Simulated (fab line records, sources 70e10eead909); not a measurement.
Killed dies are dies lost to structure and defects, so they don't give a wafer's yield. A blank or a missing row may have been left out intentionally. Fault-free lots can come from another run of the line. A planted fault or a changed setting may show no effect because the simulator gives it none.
Which tool is to blame? + flow nand-harc + 24 lots, 72 wafers sampled, at 6 steps of a route of 1302

== WHAT EACH GAUGE READ, for each wafer ==
No reading from a measuring or inspecting step in the record can be judged against a usual standard deviation.

== WHAT TOOL EACH LOT RAN ON (gives the tool, then ch and the chambers of the sampled wafers, and finally the start) ==
| lot  | NHARC_A_CONTACT_STRIP_55                      | NHARC_A_CONTACT_ETCH_125             | NHARC_A_CONTACT_ETCH_128             | NHARC_A_CONTACT_ETCH_133             | NHARC_A_CONTACT_ETCH_97            | NHARC_A_CONTACT_ETCH_30        |
|------|-----------------------------------------------|--------------------------------------|--------------------------------------|--------------------------------------|------------------------------------|--------------------------------|
| L074 | rie-diel-12 ch 0,1,2, day 22 10:44 or earlier | har-cap-etch-03 ch 0,1, day 22 10:44 | har-cap-etch-03 ch 0,1, day 22 11:16 | har-cap-etch-03 ch 0,1, day 22 12:10 | rie-diel-12 ch 0,1,2, day 22 13:07 | rie-diel-12 ch 0,1,2, no start |
| L077 | rie-diel-12 ch 0,1,3, day 22 22:49 or earlier | har-cap-etch-02 ch 0,1, day 22 22:49 | har-cap-etch-02 ch 0,1, day 22 23:32 | har-cap-etch-02 ch 0,1, day 23 00:49 | rie-diel-13 ch 0,1, no start       | rie-diel-12 ch 2,3, no start   |
| L076 | rie-diel-12 ch 1,2, day 23 02:29 or earlier   | har-cap-etch-01 ch 0, day 23 02:29   | har-cap-etch-01 ch 0, day 23 03:01   | har-cap-etch-01 ch 0, day 23 03:54   | rie-diel-13 ch 2,3, no start       | rie-diel-12 ch 2,3, no start   |
| L075 | rie-diel-12 ch 0,1, day 23 04:03 or earlier   | har-cap-etch-02 ch 1, day 23 04:03   | har-cap-etch-02 ch 1, day 23 04:35   | har-cap-etch-02 ch 1, day 23 05:30   | rie-diel-13 ch 2,3, no start       | rie-diel-13 ch 1,2, no start   |
| L078 | rie-diel-13 ch 0,2,3, day 23 11:40 or earlier | har-cap-etch-02 ch 0,1, day 23 11:40 | har-cap-etch-02 ch 0,1, day 23 12:11 | har-cap-etch-02 ch 0,1, day 23 13:05 | rie-diel-12 ch 1,2, day 23 14:02   | rie-diel-13 ch 2,3, no start   |
| L079 | rie-diel-12 ch 1,2,3, day 24 13:38 or earlier | har-cap-etch-02 ch 0,1, day 24 13:38 | har-cap-etch-02 ch 0,1, day 24 14:10 | har-cap-etch-02 ch 0,1, day 24 15:04 | rie-diel-12 ch 0,1, no start       | rie-diel-12 ch 0,2, no start   |
| L080 | rie-diel-13 ch 0,1,3, day 24 18:12 or earlier | har-cap-etch-03 ch 0,1, day 24 18:12 | har-cap-etch-03 ch 0,1, day 24 18:44 | har-cap-etch-03 ch 0,1, day 24 19:37 | rie-diel-12 ch 0,1,2, no start     | rie-diel-12 ch 1,3, no start   |
| L081 | rie-diel-13 ch 0,1, day 25 04:26 or earlier   | har-cap-etch-03 ch 0,1, day 25 04:26 | har-cap-etch-03 ch 0,1, day 25 04:58 | har-cap-etch-03 ch 0,1, day 25 05:53 | rie-diel-13 ch 1,2,3, no start     | rie-diel-12 ch 1,2,3, no start |
| L082 | rie-diel-13 ch 0,2,3, day 25 23:14 or earlier | har-cap-etch-01 ch 0,1, day 25 23:14 | har-cap-etch-01 ch 0,1, day 25 23:46 | har-cap-etch-01 ch 0,1, day 26 00:44 | rie-diel-13 ch 2,3, no start       | rie-diel-02 ch 2,3, no start   |
| L086 | rie-diel-12 ch 0,1,2, day 26 09:54 or earlier | har-cap-etch-01 ch 0,1, day 26 09:54 | har-cap-etch-01 ch 0,1, day 26 10:26 | har-cap-etch-01 ch 0,1, day 26 11:22 | rie-diel-12 ch 1,2,3, no start     | rie-diel-12 ch 1,2,3, no start |
| L085 | rie-diel-13 ch 0,1,2, day 26 10:34 or earlier | har-cap-etch-03 ch 0,1, day 26 10:34 | har-cap-etch-03 ch 0,1, day 26 11:06 | har-cap-etch-03 ch 0,1, day 26 11:59 | rie-diel-12 ch 0,1,3, no start     | rie-diel-13 ch 0,1,3, no start |
| L084 | rie-diel-12 ch 0,1,3, day 26 13:43 or earlier | har-cap-etch-02 ch 0,1, day 26 13:43 | har-cap-etch-02 ch 0,1, day 26 14:16 | har-cap-etch-02 ch 0,1, day 26 15:11 | rie-diel-12 ch 0,1, no start       | rie-diel-12 ch 0,2, no start   |
| L083 | rie-diel-02 ch 0,1,2, day 26 18:46 or earlier | har-cap-etch-01 ch 0,1, day 26 18:46 | har-cap-etch-01 ch 0,1, day 26 19:18 | har-cap-etch-01 ch 0,1, day 26 20:14 | rie-diel-13 ch 0,2,3, no start     | rie-diel-13 ch 2,3, no start   |
| L089 | rie-diel-13 ch 0,2,3, day 27 20:35 or earlier | har-cap-etch-01 ch 0,1, day 27 20:35 | har-cap-etch-01 ch 0,1, day 27 21:07 | har-cap-etch-01 ch 0,1, day 27 22:02 | rie-diel-12 ch 0,2,3, no start     | rie-diel-12 ch 0,1,2, no start |
| L088 | rie-diel-02 ch 1,2,3, day 27 21:34 or earlier | har-cap-etch-02 ch 0, day 27 21:34   | har-cap-etch-02 ch 0, day 27 22:16   | har-cap-etch-02 ch 0, day 27 23:26   | rie-diel-12 ch 0,1,2, no start     | rie-diel-02 ch 0,1,2, no start |
| L087 | rie-diel-12 ch 1,2,3, day 27 23:05 or earlier | har-cap-etch-03 ch 0,1, day 27 23:05 | har-cap-etch-03 ch 0,1, day 27 23:39 | har-cap-etch-03 ch 0,1, day 28 00:37 | rie-diel-13 ch 1,2, no start       | rie-diel-12 ch 0,3, no start   |
| L091 | rie-diel-12 ch 0,1, day 28 16:49 or earlier   | har-cap-etch-02 ch 1, day 28 16:49   | har-cap-etch-02 ch 1, day 28 17:31   | har-cap-etch-02 ch 1, day 28 18:29   | rie-diel-02 ch 1,3, no start       | rie-diel-13 ch 0,1,2, no start |
| L090 | rie-diel-13 ch 1,2, day 29 16:17 or earlier   | har-cap-etch-02 ch 0,1, day 29 16:17 | har-cap-etch-02 ch 0,1, day 29 16:49 | har-cap-etch-02 ch 0,1, day 29 17:44 | rie-diel-02 ch 1,2, no start       | rie-diel-12 ch 1,2,3, no start |
| L093 | rie-diel-02 ch 1,2,3, day 29 17:49 or earlier | har-cap-etch-03 ch 0,1, day 29 17:49 | har-cap-etch-03 ch 0,1, day 29 18:21 | har-cap-etch-03 ch 0,1, day 29 19:19 | rie-diel-12 ch 0,1, no start       | rie-diel-02 ch 0,1,3, no start |
| L092 | rie-diel-12 ch 0,1, day 30 07:08 or earlier   | har-cap-etch-01 ch 0,1, day 30 07:08 | har-cap-etch-01 ch 0,1, day 30 07:40 | har-cap-etch-01 ch 0,1, day 30 08:38 | rie-diel-12 ch 1,2, no start       | rie-diel-12 ch 0,1, no start   |
| L094 | rie-diel-02 ch 2,3, day 30 18:13 or earlier   | har-cap-etch-02 ch 0,1, day 30 18:13 | har-cap-etch-02 ch 0,1, day 30 18:45 | har-cap-etch-02 ch 0,1, day 30 19:38 | rie-diel-12 ch 1,2,3, no start     | rie-diel-13 ch 1,2,3, no start |
| L095 | rie-diel-12 ch 1,3, day 30 23:20 or earlier   | har-cap-etch-03 ch 1, day 30 23:20   | har-cap-etch-03 ch 1, day 30 23:52   | har-cap-etch-03 ch 1, day 31 00:45   | rie-diel-13 ch 1,3, no start       | rie-diel-13 ch 0,1,3, no start |
| L096 | rie-diel-02 ch 0,1,2, day 31 13:38 or earlier | har-cap-etch-03 ch 0,1, day 31 13:38 | har-cap-etch-03 ch 0,1, day 31 14:10 | har-cap-etch-03 ch 0,1, day 31 15:02 | rie-diel-12 ch 1,2, no start       | rie-diel-13 ch 2,3, no start   |
| L097 | rie-diel-12 ch 0,1,3, day 31 15:58 or earlier | har-cap-etch-02 ch 0,1, day 31 15:58 | har-cap-etch-02 ch 0,1, day 31 16:30 | har-cap-etch-02 ch 0,1, day 31 17:25 | rie-diel-13 ch 0,3, no start       | rie-diel-02 ch 0,2,3, no start |
- NHARC_A_CONTACT_STRIP_55: strips in O2.
- NHARC_A_CONTACT_ETCH_125: etches the open film in C4F8/O2/Ar, time 197 s, target depth 1918 nm.
- NHARC_A_CONTACT_ETCH_128: etches the open film in C4F8/O2/Ar, time 197 s, target depth 1918 nm.
- NHARC_A_CONTACT_ETCH_133: etches the open film in C4F8/O2/Ar, time 374 s, target depth 1610 nm.
- NHARC_A_CONTACT_ETCH_97: etches the open film in C4F6/O2, target depth 20 nm, time 10 s.
- NHARC_A_CONTACT_ETCH_30: etches the open film in CF4/CHF3, target depth 72.6 nm, time 36.3 s.

== WHAT THE TOOLS THEMSELVES READ (means of the sampled wafers that have a number; where no wafer has one, the mark that the record gives instead) ==
NHARC_A_CONTACT_STRIP_55. Usual: drypump-motor-current-A 5.68 A, standard deviation 0.27; oes-product-au 1.003 a.u., standard deviation 0.0099; rf-vpp-V 57.8 V, standard deviation 0.9; showerhead-plenum-p-Torr 3.52 Torr, standard deviation 0.14; throttle-valve-pct 17.038 %, standard deviation 0.0091.
| lot  | tool        | drypump-motor-current-A (A) | oes-product-au (a.u.) | rf-vpp-V (V) | showerhead-plenum-p-Torr (Torr) | throttle-valve-pct (%) | flag |
|------|-------------|-----------------------------|-----------------------|--------------|---------------------------------|------------------------|------|
| L074 | rie-diel-12 | 5.55                        | 1.012                 | 57.7         | 3.54                            | 17.039                 |      |
| L077 | rie-diel-12 | 5.51                        | 1.012                 | 58.0         | 3.47                            | 17.041                 |      |
| L076 | rie-diel-12 | 5.54                        | 1.010                 | 57.5         | 3.66                            | 17.028                 |      |
| L075 | rie-diel-12 | 5.37                        | 1.008                 | 57.4         | 3.42                            | 17.037                 |      |
| L078 | rie-diel-13 | 5.87                        | 1.003                 | 58.0         | 3.51                            | 17.031                 |      |
| L079 | rie-diel-12 | 5.71                        | 0.994                 | 57.5         | 3.58                            | 17.048                 |      |
| L080 | rie-diel-13 | 5.92                        | 1.009                 | 59.1         | 3.57                            | 17.043                 |      |
| L081 | rie-diel-13 | 5.92                        | 1.014                 | 58.4         | 3.60                            | 17.029                 |      |
| L082 | rie-diel-13 | 5.87                        | 1.011                 | 57.7         | 3.50                            | 17.034                 |      |
| L086 | rie-diel-12 | 5.54                        | 0.999                 | 58.4         | 3.53                            | 17.045                 |      |
| L085 | rie-diel-13 | 5.88                        | 1.005                 | 57.6         | 3.52                            | 17.037                 |      |
| L084 | rie-diel-12 | 5.52                        | 0.996                 | 58.0         | 3.46                            | 17.036                 |      |
| L083 | rie-diel-02 | 5.69                        | 1.000                 | 58.1         | 3.57                            | 17.041                 |      |
| L089 | rie-diel-13 | 5.86                        | 1.021                 | 57.1         | 3.49                            | 17.032                 |      |
| L088 | rie-diel-02 | 5.50                        | 1.003                 | 58.0         | 3.63                            | 17.035                 |      |
| L087 | rie-diel-12 | 5.71                        | 1.000                 | 57.1         | 3.57                            | 17.040                 |      |
| L091 | rie-diel-12 | 5.40                        | 0.998                 | 57.4         | 3.41                            | 17.031                 |      |
| L090 | rie-diel-13 | 5.89                        | 1.002                 | 58.3         | 3.51                            | 17.035                 |      |
| L093 | rie-diel-02 | 5.50                        | 0.999                 | 58.1         | 3.63                            | 17.041                 |      |
| L092 | rie-diel-12 | 5.38                        | 1.005                 | 57.9         | 3.41                            | 17.042                 |      |
| L094 | rie-diel-02 | 5.69                        | 0.997                 | 57.4         | 3.58                            | 17.043                 |      |
| L095 | rie-diel-12 | 5.51                        | 0.988                 | 58.3         | 3.57                            | 17.044                 |      |
| L096 | rie-diel-02 | 5.69                        | 0.999                 | 57.7         | 3.55                            | 17.037                 |      |
| L097 | rie-diel-12 | 5.53                        | 0.993                 | 58.0         | 3.45                            | 17.041                 |      |

NHARC_A_CONTACT_ETCH_125. Usual: oes-air-line-au at 0.999 a.u., with a standard deviation of 0.021.
| lot  | tool            | oes-air-line-au (a.u.) | flag |
|------|-----------------|------------------------|------|
| L074 | har-cap-etch-03 | 1.033                  |      |
| L077 | har-cap-etch-02 | 1.013                  |      |
| L076 | har-cap-etch-01 | 0.989                  |      |
| L075 | har-cap-etch-02 | 0.960                  |      |
| L078 | har-cap-etch-02 | 1.028                  |      |
| L079 | har-cap-etch-02 | 0.988                  |      |
| L080 | har-cap-etch-03 | 1.005                  |      |
| L081 | har-cap-etch-03 | 1.016                  |      |
| L082 | har-cap-etch-01 | 1.000                  |      |
| L086 | har-cap-etch-01 | 0.980                  |      |
| L085 | har-cap-etch-03 | 0.992                  |      |
| L084 | har-cap-etch-02 | 1.016                  |      |
| L083 | har-cap-etch-01 | 0.996                  |      |
| L089 | har-cap-etch-01 | 0.993                  |      |
| L088 | har-cap-etch-02 | 1.006                  |      |
| L087 | har-cap-etch-03 | 0.979                  |      |
| L091 | har-cap-etch-02 | 1.013                  |      |
| L090 | har-cap-etch-02 | 0.977                  |      |
| L093 | har-cap-etch-03 | 1.008                  |      |
| L092 | har-cap-etch-01 | 1.003                  |      |
| L094 | har-cap-etch-02 | 1.009                  |      |
| L095 | har-cap-etch-03 | 1.022                  |      |
| L096 | har-cap-etch-03 | 0.982                  |      |
| L097 | har-cap-etch-02 | 0.997                  |      |

NHARC_A_CONTACT_ETCH_128. Usual: oes-air-line-au at 1.002 a.u., with a standard deviation of 0.022.
| lot  | tool            | oes-air-line-au (a.u.) | flag |
|------|-----------------|------------------------|------|
| L074 | har-cap-etch-03 | 1.011                  |      |
| L077 | har-cap-etch-02 | 1.037                  |      |
| L076 | har-cap-etch-01 | 1.001                  |      |
| L075 | har-cap-etch-02 | 1.014                  |      |
| L078 | har-cap-etch-02 | 1.009                  |      |
| L079 | har-cap-etch-02 | 0.994                  |      |
| L080 | har-cap-etch-03 | 1.031                  |      |
| L081 | har-cap-etch-03 | 1.011                  |      |
| L082 | har-cap-etch-01 | 1.006                  |      |
| L086 | har-cap-etch-01 | 1.006                  |      |
| L085 | har-cap-etch-03 | 1.002                  |      |
| L084 | har-cap-etch-02 | 0.992                  |      |
| L083 | har-cap-etch-01 | 0.981                  |      |
| L089 | har-cap-etch-01 | 0.997                  |      |
| L088 | har-cap-etch-02 | 0.980                  |      |
| L087 | har-cap-etch-03 | 0.978                  |      |
| L091 | har-cap-etch-02 | 1.007                  |      |
| L090 | har-cap-etch-02 | 0.996                  |      |
| L093 | har-cap-etch-03 | 0.996                  |      |
| L092 | har-cap-etch-01 | 1.009                  |      |
| L094 | har-cap-etch-02 | 1.003                  |      |
| L095 | har-cap-etch-03 | 0.995                  |      |
| L096 | har-cap-etch-03 | 1.005                  |      |
| L097 | har-cap-etch-02 | 1.011                  |      |

NHARC_A_CONTACT_ETCH_133. Usual: oes-air-line-au at 1.000 a.u., with a standard deviation of 0.021.
| lot  | tool            | oes-air-line-au (a.u.) | flag |
|------|-----------------|------------------------|------|
| L074 | har-cap-etch-03 | 0.997                  |      |
| L077 | har-cap-etch-02 | 0.998                  |      |
| L076 | har-cap-etch-01 | 1.005                  |      |
| L075 | har-cap-etch-02 | 1.019                  |      |
| L078 | har-cap-etch-02 | 0.984                  |      |
| L079 | har-cap-etch-02 | 1.004                  |      |
| L080 | har-cap-etch-03 | 1.019                  |      |
| L081 | har-cap-etch-03 | 1.012                  |      |
| L082 | har-cap-etch-01 | 1.026                  |      |
| L086 | har-cap-etch-01 | 0.990                  |      |
| L085 | har-cap-etch-03 | 0.984                  |      |
| L084 | har-cap-etch-02 | 1.027                  |      |
| L083 | har-cap-etch-01 | 1.002                  |      |
| L089 | har-cap-etch-01 | 0.993                  |      |
| L088 | har-cap-etch-02 | 0.977                  |      |
| L087 | har-cap-etch-03 | 1.003                  |      |
| L091 | har-cap-etch-02 | 1.003                  |      |
| L090 | har-cap-etch-02 | 0.977                  |      |
| L093 | har-cap-etch-03 | 0.991                  |      |
| L092 | har-cap-etch-01 | 1.005                  |      |
| L094 | har-cap-etch-02 | 0.984                  |      |
| L095 | har-cap-etch-03 | 1.008                  |      |
| L096 | har-cap-etch-03 | 0.999                  |      |
| L097 | har-cap-etch-02 | 0.989                  |      |

NHARC_A_CONTACT_ETCH_97. Usual: drypump-motor-current-A 5.73 A, standard deviation 0.25; oes-product-au 0.974 a.u., standard deviation 0.028; rf-vpp-V 547 V, standard deviation 3; showerhead-plenum-p-Torr 3.91 Torr, standard deviation 0.15; throttle-valve-pct 26.904 %, standard deviation 0.0089.
| lot  | tool        | drypump-motor-current-A (A) | oes-product-au (a.u.) | rf-vpp-V (V) | showerhead-plenum-p-Torr (Torr) | throttle-valve-pct (%) | flag |
|------|-------------|-----------------------------|-----------------------|--------------|---------------------------------|------------------------|------|
| L074 | rie-diel-12 | 5.54                        | 0.961                 | 547          | 3.94                            | 26.901                 |      |
| L077 | rie-diel-13 | 5.91                        | 1.012                 | 549          | 4.01                            | 26.901                 |      |
| L076 | rie-diel-13 | 5.86                        | 1.004                 | 546          | 3.82                            | 26.904                 |      |
| L075 | rie-diel-13 | 5.89                        | 1.007                 | 546          | 3.87                            | 26.904                 |      |
| L078 | rie-diel-12 | 5.54                        | 0.948                 | 549          | 4.06                            | 26.903                 |      |
| L079 | rie-diel-12 | 5.38                        | 0.985                 | 545          | 3.80                            | 26.907                 |      |
| L080 | rie-diel-12 | 5.56                        | 0.995                 | 547          | 3.93                            | 26.907                 |      |
| L081 | rie-diel-13 | 5.87                        | 0.964                 | 545          | 3.89                            | 26.900                 |      |
| L082 | rie-diel-13 | 5.90                        | 0.956                 | 546          | 3.86                            | 26.897                 |      |
| L086 | rie-diel-12 | 5.71                        | 0.939                 | 549          | 3.98                            | 26.903                 |      |
| L085 | rie-diel-12 | 5.54                        | 0.999                 | 546          | 3.85                            | 26.906                 |      |
| L084 | rie-diel-12 | 5.39                        | 0.948                 | 544          | 3.80                            | 26.896                 |      |
| L083 | rie-diel-13 | 5.88                        | 0.942                 | 547          | 3.88                            | 26.916                 |      |
| L089 | rie-diel-12 | 5.73                        | 0.950                 | 546          | 3.84                            | 26.905                 |      |
| L088 | rie-diel-12 | 5.55                        | 1.000                 | 546          | 3.92                            | 26.903                 |      |
| L087 | rie-diel-13 | 5.90                        | 0.961                 | 547          | 3.90                            | 26.894                 |      |
| L091 | rie-diel-02 | 5.54                        | 1.003                 | 547          | 3.94                            | 26.909                 |      |
| L090 | rie-diel-02 | 5.44                        | 0.959                 | 551          | 4.12                            | 26.900                 |      |
| L093 | rie-diel-12 | 5.37                        | 1.005                 | 547          | 3.93                            | 26.911                 |      |
| L092 | rie-diel-12 | 5.55                        | 0.945                 | 549          | 4.05                            | 26.907                 |      |
| L094 | rie-diel-12 | 5.70                        | 0.998                 | 549          | 3.97                            | 26.906                 |      |
| L095 | rie-diel-13 | 5.93                        | 0.953                 | 546          | 3.92                            | 26.899                 |      |
| L096 | rie-diel-12 | 5.53                        | 0.949                 | 550          | 4.05                            | 26.907                 |      |
| L097 | rie-diel-13 | 5.92                        | 1.010                 | 547          | 3.92                            | 26.904                 |      |

NHARC_A_CONTACT_ETCH_30. Usual: drypump-motor-current-A 5.72 A, standard deviation 0.27; oes-product-au 0.935 a.u., standard deviation 0.019; rf-vpp-V 370.5 V, standard deviation 2.1; showerhead-plenum-p-Torr 1.57 Torr, standard deviation 0.061; throttle-valve-pct 16.801 %, standard deviation 0.0092.
| lot  | tool        | drypump-motor-current-A (A) | oes-product-au (a.u.) | rf-vpp-V (V) | showerhead-plenum-p-Torr (Torr) | throttle-valve-pct (%) | flag |
|------|-------------|-----------------------------|-----------------------|--------------|---------------------------------|------------------------|------|
| L074 | rie-diel-12 | 5.52                        | 0.934                 | 371.2        | 1.58                            | 16.807                 |      |
| L077 | rie-diel-12 | 5.88                        | 0.921                 | 371.7        | 1.60                            | 16.803                 |      |
| L076 | rie-diel-12 | 5.87                        | 0.924                 | 372.4        | 1.60                            | 16.800                 |      |
| L075 | rie-diel-13 | 5.87                        | 0.939                 | 370.4        | 1.57                            | 16.794                 |      |
| L078 | rie-diel-13 | 5.82                        | 0.932                 | 369.7        | 1.53                            | 16.806                 |      |
| L079 | rie-diel-12 | 5.57                        | 0.928                 | 369.3        | 1.52                            | 16.802                 |      |
| L080 | rie-diel-12 | 5.50                        | 0.921                 | 372.1        | 1.60                            | 16.801                 |      |
| L081 | rie-diel-12 | 5.69                        | 0.925                 | 371.7        | 1.60                            | 16.796                 |      |
| L082 | rie-diel-02 | 5.68                        | 0.949                 | 372.1        | 1.61                            | 16.791                 |      |
| L086 | rie-diel-12 | 5.70                        | 0.921                 | 371.3        | 1.60                            | 16.804                 |      |
| L085 | rie-diel-13 | 5.90                        | 0.925                 | 371.3        | 1.59                            | 16.800                 |      |
| L084 | rie-diel-12 | 5.73                        | 0.979                 | 369.7        | 1.57                            | 16.809                 |      |
| L083 | rie-diel-13 | 5.85                        | 0.926                 | 369.1        | 1.52                            | 16.804                 |      |
| L089 | rie-diel-12 | 5.55                        | 0.976                 | 370.3        | 1.57                            | 16.803                 |      |
| L088 | rie-diel-02 | 5.66                        | 0.932                 | 371.1        | 1.59                            | 16.804                 |      |
| L087 | rie-diel-12 | 5.67                        | 0.923                 | 368.6        | 1.50                            | 16.795                 |      |
| L091 | rie-diel-13 | 5.86                        | 0.924                 | 370.7        | 1.56                            | 16.804                 |      |
| L090 | rie-diel-12 | 5.69                        | 0.925                 | 371.5        | 1.59                            | 16.806                 |      |
| L093 | rie-diel-02 | 5.70                        | 0.919                 | 371.1        | 1.55                            | 16.805                 |      |
| L092 | rie-diel-12 | 5.36                        | 0.933                 | 370.7        | 1.57                            | 16.798                 |      |
| L094 | rie-diel-13 | 5.90                        | 0.933                 | 369.9        | 1.55                            | 16.809                 |      |
| L095 | rie-diel-13 | 5.90                        | 0.963                 | 371.0        | 1.58                            | 16.800                 |      |
| L096 | rie-diel-13 | 5.86                        | 0.970                 | 369.3        | 1.51                            | 16.798                 |      |
| L097 | rie-diel-02 | 5.87                        | 0.926                 | 370.0        | 1.57                            | 16.802                 |      |

== THE ANSWER, worked out from the rows above alone ==
Rule: lot off if the mean of its wafers having a number is beyond 3 standard deviations from the usual mean. Also off: a lot with no number at a reading for which 4 or more lots have one. Where the step has rows for the other lots, those lots are counted as sound. First the gauges in route order, then the tools' own readings, where a lot's mean is used as printed above. The first step at which some lot is off is used, and at that step the reading that is off furthest; a lot without a number counts as furthest.
No lot is off at any reading shown: from this, nothing can be told.

== WHAT HAD BEEN PUT IN BY THE SIMULATOR ==
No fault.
